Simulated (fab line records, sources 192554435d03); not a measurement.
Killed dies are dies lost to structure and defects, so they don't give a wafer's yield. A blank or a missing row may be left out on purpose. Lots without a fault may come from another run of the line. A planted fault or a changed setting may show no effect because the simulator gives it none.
Chamber matching | flow n5_finfet | N5_BEOL_M5_DESCUM_16 on rie_diel-01: 4 sister chambers
The step chemistry O2, time 7 s. 14 wafers are shown with their chamber, then 7 later ones without.

WAFERS WITH THEIR CHAMBER
wafer  | chamber | drypump_motor_current_A (A) | showerhead_plenum_p_Torr (Torr) | throttle_valve_pct (%)
L078.1 | 2       | 5.7                         | 2.04                            | 20.12
L078.3 | 1       | 5.7                         | 2.13                            | 20.40
L078.5 | 0       | 5.6                         | 2.10                            | 20.43
L085.2 | 0       | 5.6                         | 2.10                            | 20.45
L085.3 | 1       | 5.7                         | 2.12                            | 20.42
L085.4 | 3       | 5.1                         | 2.13                            | 20.08
L086.2 | 1       | 5.8                         | 2.12                            | 20.43
L086.3 | 3       | 5.1                         | 2.13                            | 20.09
L086.5 | 1       | 5.8                         | 2.12                            | 20.44
L091.2 | 1       | 5.7                         | 2.12                            | 20.44
L091.5 | 0       | 5.6                         | 2.09                            | 20.48
L091.6 | 3       | 5.1                         | 2.13                            | 20.10
L090.2 | 1       | 5.7                         | 2.12                            | 20.44
L090.5 | 0       | 5.6                         | 2.09                            | 20.48

SIGNATURES (means of the wafers above)
reading                  | chamber 0 | chamber 1 | chamber 2 | chamber 3 | scatter within a chamber
drypump_motor_current_A  | 5.600     | 5.733     | 5.700     | 5.100     | 0.0365
showerhead_plenum_p_Torr | 2.0950    | 2.1217    | 2.0400    | 2.1300    | 0.00428
throttle_valve_pct       | 20.4600   | 20.4283   | 20.1200   | 20.0900   | 0.0181
Rule: a wafer's distance from a chamber is the root of the sum, over the readings, of the square of ((its reading less the chamber's mean) divided by the reading's scatter). The wafer belongs to the nearest chamber; if the next one is less than 2 further off, it can't be placed. The scatter: the root of (the sum of the squares of (reading less its chamber's mean) over the shown wafers, divided by (wafers less chambers)).

WAFERS WITHOUT THEIR CHAMBER
wafer  | drypump_motor_current_A (A) | showerhead_plenum_p_Torr (Torr) | throttle_valve_pct (%)
L090.6 | 5.7                         | 2.12                            | 20.44
L096.2 | 5.6                         | 2.09                            | 20.49
L096.4 | 5.1                         | 2.12                            | 20.13
L096.5 | 5.1                         | 2.12                            | 20.12
L097.1 | 5.7                         | 2.11                            | 20.46
L097.2 | 5.1                         | 2.12                            | 20.12
L097.5 | 5.6                         | 2.09                            | 20.50

WHICH CHAMBER EACH WENT THROUGH
wafer  | from the rows above     | in truth
L090.6 | 1                       | 1
L096.2 | 0                       | 0
L096.4 | 3                       | 3
L096.5 | 3                       | 3
L097.1 | can't be placed: 1 or 0 | 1
L097.2 | 3                       | 3
L097.5 | 0                       | 0
Placed correctly: 6 of 7. Can't be placed from these rows: 1 (the true chamber is among the candidates in 1). Placed wrongly: 0.
